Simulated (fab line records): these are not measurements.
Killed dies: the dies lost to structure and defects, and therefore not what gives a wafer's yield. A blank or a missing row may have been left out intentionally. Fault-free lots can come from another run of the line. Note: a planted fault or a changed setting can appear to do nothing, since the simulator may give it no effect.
fab line records -- flow nand_harc
record lots=11, wafers=33, last_day=25
route steps=1159 shown A_M1@1057 A_BONDPAD@1069
lots with no fault: from the same line, run without faults
start_h: start of the lot's first displayed wafer, in hours after the record's first day -- wait_h: hours since the lot's step before -- " identical to the entry in the row above -- L1.1+2: a row that stands for several wafers -- - either no value or no given start -- * or withheld: withheld -- < > ~ a bound
route shown NAME@n: NAME is a module with steps in the file, n the number in the route of the first one -- usual: mean/standard deviation taken from wafers without a fault -- same: alike in all rows -- chamber/n: place in a boat -- sites: the reading at each site -- _std_site: how widely they spread, as a standard deviation -- _edge_site: the outer-site mean with the inner-site mean subtracted -- radius_mm: for every site, how far away it sits from the centre of the wafer -- mask NAME#n: copy n -- behind: tool/chamber where the wafer was last shaped -- hold: what put the lot on hold/how long, in hours/how the hold closed -- device: transistor that didn't switch, given as n, p or np -- end of line: tests of these same wafers at the route's end -- for a step that has no rows: nothing shown but its recipe -- killed: dies lost to structure and defects at the first sort, not the wafer's yield -- map: dies across one wafer; x = killed, . = not, _ = none there
set.NAME: the setting as run; set.NAME@STEP: as run at that earlier step -- model.NAME: the simulator's own value behind a step, which no gauge read
one table for each step of the route and one row for each wafer, over a sample of lots
services: a tool's chamber out of use, with start hour (start_h, from the record's first day; less than 0 if before it), hours out, and reason
## steps
# step NHARC_A_M1_PRE_CLEAN_32
# recipe time_s=12, temp_c=370, rf_power_w=300, gas=NH3
# usual heater_power_w=612/53
lot.wafer,tool,chamber,start_h,wait_h,heater_power_w
L626.1,pecvd-04,2,407.54,0.1,680
L626.6,pecvd-04,0,407.54,0.1,651
L626.5,pecvd-04,1,407.54,0.1,548
L629.1,pecvd-02,0,411.00,0.1,707
L629.2,pecvd-02,1,411.00,0.1,615
L629.6,pecvd-02,0,411.00,0.1,693
L631.2,pecvd-02,2,414.48,0.1,642
L631.3,pecvd-02,0,414.48,0.1,687
L631.6,pecvd-02,1,414.48,0.1,586
L633.3,pecvd-01,1,445.48,0.2,607
L633.6,pecvd-01,2,445.48,0.2,596
L633.4,pecvd-01,0,445.48,0.2,600
L632.3,pecvd-02,0,462.54,0.1,651
L632.2,pecvd-02,1,462.54,0.1,601
L632.4,pecvd-02,2,462.54,0.1,583
L639.3,pecvd-02,2,507.19,0.1,627
L639.2,pecvd-02,0,507.19,0.1,726
L639.1,pecvd-02,1,507.19,0.1,515
L640.2,pecvd-01,2,512.95,0.1,605
L640.1,pecvd-01,0,512.95,0.1,534
L640.4,pecvd-01,2,512.95,0.1,599
L643.4,pecvd-01,0,524.24,0.1,644
L643.5,pecvd-01,1,524.24,0.1,598
L643.6,pecvd-01,2,524.24,0.1,605
L645.3,pecvd-02,1,536.27,0.4,595
L645.1,pecvd-02,2,536.27,0.4,632
L645.4,pecvd-02,0,536.27,0.4,737
L648.1,pecvd-02,2,543.13,0.1,620
L648.2,pecvd-02,0,543.13,0.1,707
L648.3,pecvd-02,1,543.13,0.1,583
L649.3,pecvd-02,1,559.46,0.1,616
L649.1,pecvd-02,2,559.46,0.1,577
L649.4,pecvd-02,0,559.46,0.1,719
# step NHARC_A_BONDPAD_EXPOSE_06
# recipe na=0.55, dose_mj=36.99, mask_id=A_BPAD
# usual exposure_dose_mJ_cm2=37.2/0.31
lot.wafer,tool,chamber,start_h,wait_h,mask,exposure_dose_mJ_cm2
L626.1,krf_scanner-03,0,409.25,-,A_BPAD#0,37.6
L626.5,krf_scanner-03,0,409.25,-,A_BPAD#0,37.6
L626.6,krf_scanner-03,0,409.25,-,A_BPAD#0,37.6
L629.1,krf_scanner-01,0,412.70,-,A_BPAD#0,37.0
L629.2,krf_scanner-01,0,412.70,-,A_BPAD#0,37.0
L629.6,krf_scanner-01,0,412.70,-,A_BPAD#0,36.9
L631.2,krf_scanner-01,0,416.33,-,A_BPAD#0,37.0
L631.3,krf_scanner-01,0,416.33,-,A_BPAD#0,36.9
L631.6,krf_scanner-01,0,416.33,-,A_BPAD#0,37.0
L633.3,krf_scanner-01,0,447.17,-,A_BPAD#0,36.9
L633.4,krf_scanner-01,0,447.17,-,A_BPAD#0,36.9
L633.6,krf_scanner-01,0,447.17,-,A_BPAD#0,36.9
L632.2,krf_scanner-02,0,464.25,-,A_BPAD#0,37.0
L632.3,krf_scanner-02,0,464.25,-,A_BPAD#0,36.9
L632.4,krf_scanner-02,0,464.25,-,A_BPAD#0,36.9
L639.1,krf_scanner-02,0,508.86,-,A_BPAD#0,36.9
L639.2,krf_scanner-02,0,508.86,-,A_BPAD#0,36.9
L639.3,krf_scanner-02,0,508.86,-,A_BPAD#0,36.9
L640.1,krf_scanner-01,0,514.64,-,A_BPAD#0,24.8
L640.2,krf_scanner-01,0,514.64,-,A_BPAD#0,24.9
L640.4,krf_scanner-01,0,514.64,-,A_BPAD#0,24.9
L643.4,krf_scanner-03,0,525.93,-,A_BPAD#0,37.6
L643.5,krf_scanner-03,0,525.93,-,A_BPAD#0,37.7
L643.6,krf_scanner-03,0,525.93,-,A_BPAD#0,37.6
L645.1,krf_scanner-03,0,537.83,-,A_BPAD#0,37.6
L645.3,krf_scanner-03,0,537.83,-,A_BPAD#0,37.6
L645.4,krf_scanner-03,0,537.83,-,A_BPAD#0,37.6
L648.1,krf_scanner-03,0,544.69,-,A_BPAD#0,37.6
L648.2,krf_scanner-03,0,544.69,-,A_BPAD#0,37.6
L648.3,krf_scanner-03,0,544.69,-,A_BPAD#0,37.6
L649.1,krf_scanner-02,0,561.05,-,A_BPAD#0,36.9
L649.3,krf_scanner-02,0,561.05,-,A_BPAD#0,36.9
L649.4,krf_scanner-02,0,561.05,-,A_BPAD#0,36.9
# step NHARC_A_BONDPAD_CD_MEAS_09
# recipe target_cd_nm=500, landing_energy_ev=500
# usual cd_nm=499.0/2.6
lot.wafer,tool,chamber,start_h,wait_h,cd_nm
L626.1,cd_sem-01,0,409.40,-,499.7
L626.5,cd_sem-01,0,409.40,-,500.5
L626.6,cd_sem-01,0,409.40,-,502.6
L629.1,cd_sem-03,0,412.85,-,493.3
L629.2,cd_sem-03,0,412.85,-,495.3
L629.6,cd_sem-03,0,412.85,-,500.4
L631.2,cd_sem-01,0,416.48,-,495.0
L631.3,cd_sem-01,0,416.48,-,499.5
L631.6,cd_sem-01,0,416.48,-,499.9
L633.3,cd_sem-02,0,447.32,-,498.7
L633.4,cd_sem-02,0,447.32,-,497.6
L633.6,cd_sem-02,0,447.32,-,497.7
L632.2,cd_sem-03,0,464.40,-,500.1
L632.3,cd_sem-03,0,464.40,-,494.9
L632.4,cd_sem-03,0,464.40,-,492.8
L639.1,cd_sem-03,0,509.02,-,496.9
L639.2,cd_sem-03,0,509.02,-,495.7
L639.3,cd_sem-03,0,509.02,-,497.7
L640.1,cd_sem-01,0,514.79,-,492.6
L640.2,cd_sem-01,0,514.79,-,490.7
L640.4,cd_sem-01,0,514.79,-,490.6
L643.4,cd_sem-01,0,526.07,-,496.6
L643.5,cd_sem-01,0,526.07,-,501.5
L643.6,cd_sem-01,0,526.07,-,497.2
L645.1,cd_sem-02,0,537.98,-,501.3
L645.3,cd_sem-02,0,537.98,-,495.7
L645.4,cd_sem-02,0,537.98,-,496.9
L648.1,cd_sem-03,0,544.84,-,499.0
L648.2,cd_sem-03,0,544.84,-,497.9
L648.3,cd_sem-03,0,544.84,-,503.1
L649.1,cd_sem-01,0,561.21,-,501.2
L649.3,cd_sem-01,0,561.21,-,502.9
L649.4,cd_sem-01,0,561.21,-,496.7
# step NHARC_A_BONDPAD_ETCH_34
# recipe target_depth_a=600, overetch_a=180, time_s=65.91, ion_energy_ev=200, n2_flow_sccm=150, h2_flow_sccm=150, ar_flow_sccm=0, rf_w=400, bias_w=150, chemistry=N2/H2
# usual drypump_motor_current_A=5.8/0.65, oes_product_au=0.997/0.012, rf_vpp_V=429.6/2.1, showerhead_plenum_p_Torr=2.01/0.073, throttle_valve_pct=14.172/0.008
lot.wafer,tool,chamber,start_h,wait_h,drypump_motor_current_A,oes_product_au,rf_hours_counter_h,rf_vpp_V,showerhead_plenum_p_Torr,throttle_valve_pct
L626.1,rie_diel-03,0,409.72,0.1,4.8,0.990,0,426.5,1.91,14.178
L626.5,rie_diel-03,1,409.72,0.1,5.4,1.012,-,430.8,2.04,14.175
L626.6,rie_diel-03,2,409.72,0.1,6.0,0.998,-,430.4,2.04,14.179
L629.1,rie_diel-03,1,413.16,0.1,5.4,1.000,0,430.0,2.04,14.181
L629.2,rie_diel-03,2,413.16,0.1,6.0,0.997,0,430.6,2.04,14.174
L629.6,rie_diel-03,1,413.16,0.1,5.4,1.002,-,429.1,2.04,14.158
L631.2,rie_diel-03,2,416.80,0.1,6.0,0.991,1,430.6,2.04,14.176
L631.3,rie_diel-03,3,416.80,0.1,6.8,0.990,1,427.4,1.95,14.166
L631.6,rie_diel-03,2,416.80,0.1,6.0,0.992,-,429.6,2.04,14.188
L633.4,rie_diel-03,3,447.62,0.1,6.9,0.997,2,428.3,1.95,14.161
L633.3,rie_diel-03,0,447.62,0.1,4.8,0.989,1,426.9,1.91,14.185
L633.6,rie_diel-03,1,447.62,0.1,5.4,1.022,-,431.5,2.03,14.183
L632.2,rie_diel-13,2,464.75,0.1,5.8,0.999,1,429.2,2.01,14.165
L632.3,rie_diel-13,0,464.75,0.1,5.7,0.998,1,435.5,2.22,14.173
L632.4,rie_diel-13,1,464.75,0.1,5.6,0.990,1,432.9,2.13,14.178
L639.1,rie_diel-03,0,509.32,0.1,4.8,0.989,3,425.0,1.91,14.156
L639.3,rie_diel-03,1,509.32,0.1,5.4,1.017,3,431.0,2.03,14.177
L639.2,rie_diel-03,2,509.32,0.1,6.0,1.002,4,429.5,2.04,14.171
L640.4,rie_diel-03,1,515.09,0.1,5.4,1.018,4,429.5,2.03,14.183
L640.1,rie_diel-03,2,515.09,0.1,6.0,0.998,4,431.6,2.04,14.163
L640.2,rie_diel-03,3,515.09,0.1,6.8,0.997,4,427.0,1.95,14.170
L643.4,rie_diel-03,0,526.36,0.1,4.8,0.995,4,426.9,1.91,14.170
L643.6,rie_diel-03,3,526.36,0.1,6.8,0.984,-,429.0,1.95,14.161
L643.5,rie_diel-03,0,526.36,0.1,4.8,0.988,-,426.5,1.91,14.158
L645.1,rie_diel-06,0,538.29,0.1,5.7,0.983,46,429.3,2.00,14.164
L645.3,rie_diel-06,1,538.29,0.1,5.1,1.010,43,427.7,1.99,14.161
L645.4,rie_diel-06,3,538.29,0.1,6.4,1.002,47,429.2,1.97,14.170
L648.1,rie_diel-03,1,545.14,0.1,5.4,1.000,5,428.9,2.03,14.169
L648.2,rie_diel-03,2,545.14,0.1,6.0,0.994,5,429.4,2.04,14.172
L648.3,rie_diel-03,0,545.14,0.1,4.8,0.991,4,427.8,1.91,14.170
L649.1,rie_diel-06,1,561.53,0.1,5.1,1.009,49,429.0,1.98,14.172
L649.4,rie_diel-06,3,561.53,0.1,6.4,0.981,53,427.9,1.97,14.167
L649.3,rie_diel-06,0,561.53,0.1,5.7,0.998,52,429.7,2.00,14.172
# step NHARC_A_BONDPAD_STRIP_15
# recipe o2_flow_sccm=500, ar_flow_sccm=0, bias_w=0, chemistry=O2
# usual drypump_motor_current_A=5.8/0.59, oes_product_au=0.996/0.011, rf_vpp_V=57.6/0.89, showerhead_plenum_p_Torr=3.48/0.11, throttle_valve_pct=17.035/0.01
lot.wafer,tool,chamber,start_h,wait_h,drypump_motor_current_A,oes_product_au,rf_hours_counter_h,rf_vpp_V,showerhead_plenum_p_Torr,throttle_valve_pct
L626.1,rie_diel-03,2,410.03,0.1,6.0,0.998,0,57.2,3.53,17.035
L626.5,rie_diel-03,1,410.03,0.1,5.4,1.014,-,57.6,3.52,17.051
L626.6,rie_diel-03,2,410.03,0.1,6.0,1.011,-,57.1,3.53,17.035
L629.1,rie_diel-13,3,413.54,0.1,5.9,0.992,30,57.7,3.56,17.041
L629.2,rie_diel-13,1,413.54,0.1,5.6,0.998,25,58.4,3.67,17.032
L629.6,rie_diel-13,3,413.54,0.1,5.9,0.993,-,58.8,3.55,17.032
L631.2,rie_diel-03,2,417.17,0.1,6.0,0.999,1,56.9,3.53,17.036
L631.3,rie_diel-03,3,417.17,0.1,6.9,0.987,1,58.0,3.39,17.025
L631.6,rie_diel-03,2,417.17,0.1,6.0,1.000,-,57.6,3.53,17.020
L633.3,rie_diel-06,3,447.91,0.1,6.4,0.984,10,57.2,3.44,17.042
L633.4,rie_diel-06,1,447.91,0.1,5.1,1.003,8,57.8,3.46,17.039
L633.6,rie_diel-06,3,447.91,0.1,6.4,0.982,-,55.5,3.44,17.056
L632.3,rie_diel-13,2,465.06,0.1,5.9,0.998,1,56.8,3.48,17.044
L632.2,rie_diel-13,3,465.06,0.1,5.9,1.009,1,58.3,3.55,17.047
L632.4,rie_diel-13,1,465.06,0.1,5.6,0.971,1,59.0,3.67,17.028
L639.3,rie_diel-03,3,509.62,0.1,6.8,0.992,4,57.5,3.39,17.043
L639.2,rie_diel-03,1,509.62,0.1,5.4,1.005,3,56.9,3.52,17.051
L639.1,rie_diel-03,2,509.62,0.1,6.0,0.994,4,57.1,3.52,17.022
L640.2,rie_diel-13,0,515.39,0.1,5.7,0.994,13,58.0,3.80,17.027
L640.1,rie_diel-13,1,515.39,0.1,5.5,0.989,13,58.4,3.66,17.035
L640.4,rie_diel-13,2,515.39,0.1,5.9,1.007,14,56.5,3.48,17.037
L643.4,rie_diel-03,2,526.68,0.1,6.0,1.006,4,56.5,3.52,17.016
L643.5,rie_diel-03,1,526.68,0.1,5.4,1.016,-,57.0,3.52,17.048
L643.6,rie_diel-03,2,526.68,0.1,6.0,1.001,-,57.0,3.52,17.024
L645.4,rie_diel-03,0,538.59,0.1,4.8,0.994,4,57.1,3.32,17.039
L645.3,rie_diel-03,1,538.59,0.1,5.4,1.001,5,58.9,3.52,17.053
L645.1,rie_diel-03,3,538.59,0.1,6.9,0.995,5,57.2,3.39,17.048
L648.2,rie_diel-06,1,545.45,0.1,5.1,0.998,44,57.7,3.44,17.016
L648.3,rie_diel-06,2,545.45,0.1,5.9,1.003,45,57.0,3.44,17.029
L648.1,rie_diel-06,0,545.45,0.1,5.6,0.983,47,56.8,3.47,17.053
L649.1,rie_diel-03,3,561.86,0.1,6.9,0.975,6,58.1,3.39,17.034
L649.3,rie_diel-03,0,561.86,0.1,4.8,0.975,-,57.0,3.32,17.031
L649.4,rie_diel-03,3,561.86,0.1,6.8,0.980,-,58.0,3.39,17.035
## services
tool,chamber,start_h,hours,kind
rie_diel-13,1,390.38,7.0,repair
rie_diel-03,-,392.30,9.0,pm
krf_scanner-03,-,393.41,10.9,repair
krf_scanner-02,-,399.07,0.7,repair
rie_diel-03,0,411.49,10.9,repair
rie_diel-03,1,413.25,2.9,repair
pecvd-01,-,418.04,13.0,pm
rie_diel-06,-,418.30,9.0,pm
krf_scanner-03,-,423.77,1.9,repair
krf_scanner-01,-,428.00,4.0,pm
krf_scanner-03,-,435.03,5.6,repair
pecvd-04,-,438.58,0.4,repair
rie_diel-13,1,443.64,8.4,repair
rie_diel-13,-,453.03,9.0,pm
pecvd-04,-,458.26,2.2,repair
rie_diel-03,1,491.26,9.0,repair
rie_diel-03,2,498.54,5.3,repair
krf_scanner-03,-,512.00,4.0,pm
pecvd-02,-,515.91,13.0,pm
pecvd-02,0,545.21,1.8,repair
rie_diel-13,-,546.61,1.0,repair
krf_scanner-02,-,554.00,4.0,pm
rie_diel-03,1,557.27,6.6,repair
rie_diel-03,2,560.33,8.1,repair
## key
first_sign step=NHARC_A_BONDPAD_EXPOSE_06, reading=exposure_dose_mJ_cm2, direction=down, sigmas=39, usual=37.2, struck=24.9
effect step=NHARC_A_BONDPAD_CD_MEAS_09, reading=cd_nm, direction=down, sigmas=3, usual=499.0, struck=491.3, through=control_loop
met_at NHARC_A_BONDPAD_EXPOSE_06
struck_lots L640
loop_trim step=NHARC_A_BONDPAD_EXPOSE_06, setting=dose, lots=L640
not_acting_at NHARC_A_M1_PRE_CLEAN_32,NHARC_A_BONDPAD_ETCH_34,NHARC_A_BONDPAD_STRIP_15
onset_between 447.17 514.64
fault kind=process_parameter_drift, tool=krf_scanner-01, chamber=-, onset_h=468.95, steps=NHARC_A_BONDPAD_EXPOSE_06, channel=dose_mj, offset=-15.046, shape=step, acts_in=these_recipes_only, stated=36.99
# loop_trim: a control loop set the setting to another value than it would have without faults
